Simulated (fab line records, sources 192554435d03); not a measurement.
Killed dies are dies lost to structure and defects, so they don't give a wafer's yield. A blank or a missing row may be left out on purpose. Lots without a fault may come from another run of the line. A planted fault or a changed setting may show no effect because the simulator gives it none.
Chamber matching | flow n5_finfet | N5_BEOL_M3_ETCHBACK_99 on rie_diel-04: 4 sister chambers
The step etches SiO2 in CHF3, target depth 5 nm, time 10.4 s. 4 wafers are shown with their chamber, then 8 later ones without.

WAFERS WITH THEIR CHAMBER
wafer  | chamber | showerhead_plenum_p_Torr (Torr)
L081.1 | 2       | 2.28
L081.4 | 3       | 2.08
L081.5 | 1       | 2.13
L090.1 | 0       | 2.28

WAFERS WITHOUT THEIR CHAMBER
wafer  | showerhead_plenum_p_Torr (Torr)
L090.3 | 2.12
L090.4 | 2.27
L092.1 | 2.08
L092.4 | 2.28
L092.6 | 2.08
L097.2 | 2.07
L097.3 | 2.12
L097.5 | 2.28

WHICH CHAMBER EACH WENT THROUGH
wafer  | from the rows above     | in truth
L090.3 | 1                       | 1
L090.4 | can't be placed: 0 or 2 | 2
L092.1 | 3                       | 3
L092.4 | can't be placed: 0 or 2 | 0
L092.6 | 3                       | 3
L097.2 | 3                       | 3
L097.3 | 1                       | 1
L097.5 | can't be placed: 0 or 2 | 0
Placed correctly: 5 of 8. Can't be placed from these rows: 3 (the true chamber is among the candidates in 3). Placed wrongly: 0.
How it was worked out, from the rows above alone: a wafer's distance from a chamber is the root of the sum, over the readings, of the square of ((its reading less the chamber's mean) divided by the reading's scatter). The wafer belongs to the nearest chamber; if the next one is less than 2 further off, it can't be placed. A chamber's mean is the mean of its shown wafers. The scatter: with one shown wafer a chamber, the root of the mean of the squares of how far each hidden wafer lies from its nearest shown one.
